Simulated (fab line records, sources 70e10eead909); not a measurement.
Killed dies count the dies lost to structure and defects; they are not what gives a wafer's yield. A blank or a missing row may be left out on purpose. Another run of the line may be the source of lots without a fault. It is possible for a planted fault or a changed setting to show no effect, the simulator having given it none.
What tool caused it?    flow nand-harc    13 lots, 39 wafers sampled, at 5 steps of a route of 1302

WHAT EACH GAUGE READ, for each wafer
NHARC_A_BONDPAD_THK_MEAS_20: measures by xrf. Usual: thk-nm 169.6 nm, standard deviation 1.6.
lot   measured      on             thk-nm (nm)        flag
L701  day 23 21:45  film-metro-02  172.3 170.3 170.3  
L703  day 24 00:29  film-metro-01  168.0 169.3 171.5  
L704  day 24 10:08  film-metro-01  168.7 167.5 165.9  
L705  day 25 20:10  film-metro-01  169.7 169.1 168.5  
L708  day 26 08:07  film-metro-02  168.4 169.1 168.8  
L709  day 26 11:53  film-metro-01  169.9 170.1 171.5  
L710  day 27 11:17  film-metro-01  172.7              
L712  day 27 18:08  film-metro-01  169.4 169.9 172.2  
L713  day 27 07:55  film-metro-02  167.6 169.3        
L720  day 31 16:28  film-metro-01  170.0 171.4 170.7  
L722  day 31 19:42  film-metro-02  166.7 168.0 168.1  
L724  day 32 10:33  film-metro-02  170.2 169.7 168.7  
L723  day 32 14:07  film-metro-02  169.0 171.5 170.5  

NHARC_A_BONDPAD_INSPECT_23. Usual: raw-defect-count 547, standard deviation 120.
lot   measured      on                 raw-defect-count  flag
L701  day 23 21:59  defect-inspect-02  786 685 556       
L703  day 24 00:43  defect-inspect-01  484 561 479       
L704  day 24 10:20  defect-inspect-01  362 530 450       
L705  day 25 20:24  defect-inspect-01  684 568 476       
L708  day 26 08:20  defect-inspect-01  615 663 676       
L709  day 26 12:06  defect-inspect-02  585 711 889       
L710  day 27 11:31  defect-inspect-02  512               
L712  day 27 18:22  defect-inspect-02  547 855 416       
L713  day 27 08:08  defect-inspect-01  479 560           
L720  day 31 16:40  defect-inspect-02  501 487 548       
L722  day 31 19:56  defect-inspect-01  529 522 548       
L724  day 32 10:45  defect-inspect-01  636 557 654       
L723  day 32 14:19  defect-inspect-01  594 457 499       

NHARC_END_SORT_01. Usual: killed-at-array 53, standard deviation 19; killed-at-other 0.8, standard deviation 1.2; killed-at-periphery 3.7, standard deviation 2.3; killed-dies 57, standard deviation 19; killed-open 3.2, standard deviation 1.7; killed-short 2.6, standard deviation 1.8.
lot   measured      on         killed-at-array  killed-at-other  killed-at-periphery  killed-dies  killed-open  killed-short  flag
L701  day 25 03:39  prober-01  78 55 72         0 0 0            2 2 6                80 57 78     3 5 5        3 2 6         
L703  day 25 13:01  prober-01  45 47 44         0 0 0            3 2 0                48 49 44     2 3 1        5 2 1         
L709  day 27 16:50  prober-01  60 77 62         0 0 3            4 5 3                64 82 68     1 5 2        2 3 0         
L710  day 28 15:47  prober-01  618 617 43       1 1 2            2 2 5                621 620 50   4 4 6        1 1 2         OFF
L712  day 28 22:01  prober-01  17 19 21         1 1 0            2 2 6                20 22 27     1 2 2        1 2 4         
L713  day 28 14:14  prober-02  66 630 54        1 2 2            3 1 3                70 633 59    3 3 3        6 3 3         OFF

EACH LOT AND THE TOOL THAT RAN IT (in order: tool; ch and the chambers of the sampled wafers; start)
lot   NHARC_A_CHANNEL_HOLE_D2_DEP_01   NHARC_THIN_TSV_ETCH_59
L701  pecvd-02 ch 0,1,2, day 13 10:47  rie-metal-01 ch 0,1, day 24 17:42
L703  pecvd-03 ch 1,2, day 14 05:32    rie-metal-02 ch 0,1, day 24 18:49
L704  pecvd-02 ch 0,2, day 14 12:15    rie-metal-02 ch 0,1, day 25 05:42
L705  pecvd-03 ch 0,1,2, day 15 06:53  rie-metal-02 ch 0,1, day 26 14:45
L708  pecvd-02 ch 0,1,2, day 16 04:22  rie-metal-01 ch 0,1, day 27 01:25
L709  pecvd-02 ch 1,2, day 16 07:22    rie-metal-03 ch 0,1, day 27 08:52
L710  pecvd-02 ch 0,1, day 17 01:51    rie-metal-01 ch 0, day 28 06:31
L712  pecvd-03 ch 0,1, day 17 14:00    rie-metal-01 ch 0,1, day 28 13:56
L713  pecvd-02 ch 0,1,2, day 17 14:40  rie-metal-02 ch 0, day 28 05:08
L720  pecvd-02 ch 0,2, day 20 20:39    rie-metal-01 ch 0,1, day 32 18:41
L722  pecvd-03 ch 0,1, day 22 02:32    rie-metal-03 ch 0,1, day 32 19:53
L724  pecvd-03 ch 0,1,2, day 22 12:34  rie-metal-01 ch 0,1, day 33 05:18
L723  pecvd-02 ch 0,1, day 22 13:13    rie-metal-03 ch 0,1, day 33 09:44
- NHARC_A_CHANNEL_HOLE_D2_DEP_01: deposits SiON, target thk 140 nm.
- NHARC_THIN_TSV_ETCH_59: etches the open film in Cl2/BCl3, target depth 880 nm, time 138.1 s.

AS READ BY THE TOOLS THEMSELVES (means over the sampled wafers that have a number; for cases with no such wafer, the mark the record gives instead)
NHARC_A_CHANNEL_HOLE_D2_DEP_01. Usual: heater-power-w 749 W, standard deviation 90.
lot   tool      heater-power-w (W)  flag
L701  pecvd-02  740                 
L703  pecvd-03  705                 
L704  pecvd-02  746                 
L705  pecvd-03  769                 
L708  pecvd-02  757                 
L709  pecvd-02  828                 
L710  pecvd-02  795                 
L712  pecvd-03  669                 
L713  pecvd-02  720                 
L720  pecvd-02  744                 
L722  pecvd-03  734                 
L724  pecvd-03  737                 
L723  pecvd-02  741                 

NHARC_THIN_TSV_ETCH_59. Usual: bias-w 100.02 W, standard deviation 0.29; drypump-motor-current-A 5.93 A, standard deviation 0.26; oes-product-au 1.000 a.u., standard deviation 0.013; throttle-valve-pct 22.265 %, standard deviation 0.0086.
lot   tool          bias-w (W)  drypump-motor-current-A (A)  oes-product-au (a.u.)  throttle-valve-pct (%)  flag
L701  rie-metal-01  100.33      6.01                         1.001                  22.263                  
L703  rie-metal-02  99.70       5.79                         1.013                  22.269                  
L704  rie-metal-02  99.97       5.77                         1.007                  22.269                  
L705  rie-metal-02  99.90       5.71                         1.001                  22.264                  
L708  rie-metal-01  100.15      6.01                         1.005                  22.264                  
L709  rie-metal-03  99.81       6.11                         0.993                  22.258                  
L710  rie-metal-01  100.31      6.25                         0.970                  22.257                  
L712  rie-metal-01  100.00      6.13                         0.983                  22.269                  
L713  rie-metal-02  100.22      5.84                         1.004                  22.267                  
L720  rie-metal-01  100.20      6.03                         1.009                  22.267                  
L722  rie-metal-03  100.17      6.10                         0.992                  22.268                  
L724  rie-metal-01  99.93       6.02                         0.996                  22.269                  
L723  rie-metal-03  99.89       6.12                         0.984                  22.256                  

THE ANSWER, worked out from the rows above alone
Rule: a lot counts as off when the mean over its wafers that have a number is more than 3 standard deviations away from the usual mean. Also off: a lot with no number at a reading for which 4 or more lots have one. All remaining lots with rows at the step are treated as sound. After the gauges, taken in route order, come the tools' own readings; for these a lot's mean is taken, as printed above. The first step at which some lot is off is used, and at that step the reading that is off furthest; a lot without a number counts as furthest.
Off at NHARC_END_SORT_01 (killed-dies): L710, L713. Neither off nor sound, because the step has no rows for them: L704, L705, L708, L720, L722, L724, L723.
If a tool, at a process step before that reading, ran all the lots that are off and no sound lot after the first of them, it fits. Those tools and the gauges at NHARC_END_SORT_01 are tried in the same way. One candidate fits, namely pecvd-02 at NHARC_A_CHANNEL_HOLE_D2_DEP_01. A fault onset in the window from L709 (day 16 07:22, its last sound lot) to L710 (day 17 01:51, its first lot off) fits.

WHAT WAS PUT IN BY THE SIMULATOR
pecvd-02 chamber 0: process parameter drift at NHARC_A_CHANNEL_HOLE_D2_DEP_01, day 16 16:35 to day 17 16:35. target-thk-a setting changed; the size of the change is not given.
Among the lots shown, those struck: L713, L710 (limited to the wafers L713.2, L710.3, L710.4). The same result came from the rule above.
